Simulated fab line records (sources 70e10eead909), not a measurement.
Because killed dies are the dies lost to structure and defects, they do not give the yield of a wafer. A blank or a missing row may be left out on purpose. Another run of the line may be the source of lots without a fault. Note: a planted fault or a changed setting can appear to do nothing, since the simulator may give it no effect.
A struck lot beside a sound one    flow nandHarc    38 steps out of a route of 1302
Sound: these wafers, L125.2, L125.5, L125.6. Wafers struck: L130.1, L130.5, L130.6. At the end, the cause is stated.
Per side, at each step with rows, come the tool, then ch with its chambers, and then its first start. Under that, the readings that differ: sound wafers    struck wafers    difference of the means    sigmas: that difference in standard deviations of wafers without a fault.
alike: words and numbers the same on both sides, and readings whose means are apart by under 2 such deviations; not compared: readings that were withheld, readings missing a value for some wafer, numbers with overlapping values and no deviation given by the record, and bounds like >300 which may hide the same value.
Wherever a step has rows on one side only, a row that says differs or no value, or a row with sigmas, the two part there. Numbers that don't overlap but have no deviation are shown without sigmas and don't part them. A reading missing from all wafers of one side parts the sides only when that side holds two or more wafers.

first, 11 steps without rows for these wafers: NHARC_A_CONTACT_ETCH_131 (etches the open film in C4F8/O2/Ar, time 197 s, target depth 1918 nm); NHARC_A_CONTACT_ETCH_132 (etches the open film in C4F8/O2/Ar, time 197 s, target depth 1924 nm); NHARC_A_CONTACT_ETCH_133 (etches the open film in C4F8/O2/Ar, time 374 s, target depth 1610 nm); NHARC_A_CONTACT_ETCH_91 (etches the open film in CH3F/O2, target depth 40 nm, time 85.7 s); NHARC_A_CONTACT_ETCH_97 (etches the open film in C4F6/O2, target depth 20 nm, time 10 s); NHARC_A_CONTACT_STRIP_103 (strips in N2/H2); NHARC_A_CONTACT_STRIP_104 (strips in CF4/CHF3); NHARC_A_CONTACT_STRIP_105 (strips in O2/COS); NHARC_A_CONTACT_ETCH_106 (etches the open film in CF4/O2, target depth 90 nm, overetch 9 nm, time 49.5 s); NHARC_A_CONTACT_STRIP_82 (strips in O2); NHARC_A_CONTACT_STRIP_83 (strips in post etch residue remover, time 600 s).
NHARC_A_CONTACT_DEP_84: deposits aC, target thk 2800 nm.
  sound on aclDep-03 ch 0, day 27 17:17; struck on aclDep-01 ch 0, day 28 16:04
  alike: throttleValvePct
then, 25 steps without rows for these wafers: NHARC_A_CONTACT_DEP_85 (deposits SiON, target thk 60 nm); NHARC_A_CONTACT_DEHYDRATE_00 (time 120 s); NHARC_A_CONTACT_HMDS_01 (time 30 s); NHARC_A_CONTACT_COAT_86 (time 75 s); NHARC_A_CONTACT_COAT_87 (time 65 s); NHARC_A_CONTACT_COAT_02 (resist thk 90 nm); NHARC_A_CONTACT_SOFTBAKE_03 (time 55 s); NHARC_A_CONTACT_EBR_04; NHARC_A_CONTACT_EXPOSE_05 (exposes mask A CC); NHARC_A_CONTACT_PEB_06 (peb time 65 s); NHARC_A_CONTACT_DEVELOP_07 (develop time 35 s); NHARC_A_CONTACT_DESCUM_13 (chemistry O2, time 3 s); NHARC_A_CONTACT_ETCH_88 (etches the open film in CF4, target depth 39 nm, time 65 s); NHARC_A_CONTACT_ETCH_89 (etches the open film in N2/H2, target depth 260 nm, time 475.3 s); NHARC_A_CONTACT_ETCH_30 (etches the open film in CF4/CHF3, target depth 72.6 nm, time 36.3 s); NHARC_A_CONTACT_ETCH_31 (etches the open film in O2/COS, target depth 2800 nm, time 728 s); NHARC_A_CONTACT_ETCH_134 (etches the open film in C4F8/O2/Ar, time 140 s, target depth 700 nm); NHARC_A_CONTACT_ETCH_135 (etches the open film in C4F8/O2/Ar, time 311 s, target depth 1912 nm); NHARC_A_CONTACT_ETCH_136 (etches the open film in C4F8/O2/Ar, time 311 s, target depth 1912 nm); NHARC_A_CONTACT_ETCH_137 (etches the open film in C4F8/O2/Ar, time 311 s, target depth 1912 nm); NHARC_A_CONTACT_ETCH_138 (etches the open film in C4F8/O2/Ar, time 311 s, target depth 1914 nm); NHARC_A_CONTACT_ETCH_139 (etches the open film in C4F8/O2/Ar, time 195 s, target depth 840 nm); NHARC_A_CONTACT_ETCH_92 (etches the open film in CH3F/O2, target depth 40 nm, time 85.7 s); NHARC_A_CONTACT_ETCH_98 (etches the open film in C4F6/O2, target depth 20 nm, time 10 s); NHARC_A_CONTACT_STRIP_107 (strips in N2/H2).
-- break in the record here, with 2 days between the starts of the struck wafers on either side (left off in module A_CONTACT, picked up again in module END, where the first step shown is number 1302 on the route) --
NHARC_END_SORT_01:
  sound on prober-01 ch 0, day 29 21:00; struck on prober-01 ch 0, day 30 21:13
reading        sound     struck       difference  sigmas
killedAtArray  44 61 59  670 673 676  +618        +33
killedDies     46 69 61  677 677 677  +618        +33
killedOpen     1 0 1     2 8 6        +5          +2
  alike: killedAtOther, killedAtPeriphery, killedShort

## WHERE THEY PART
NHARC_END_SORT_01 only, going by this record.

WHY: what the simulator had put in
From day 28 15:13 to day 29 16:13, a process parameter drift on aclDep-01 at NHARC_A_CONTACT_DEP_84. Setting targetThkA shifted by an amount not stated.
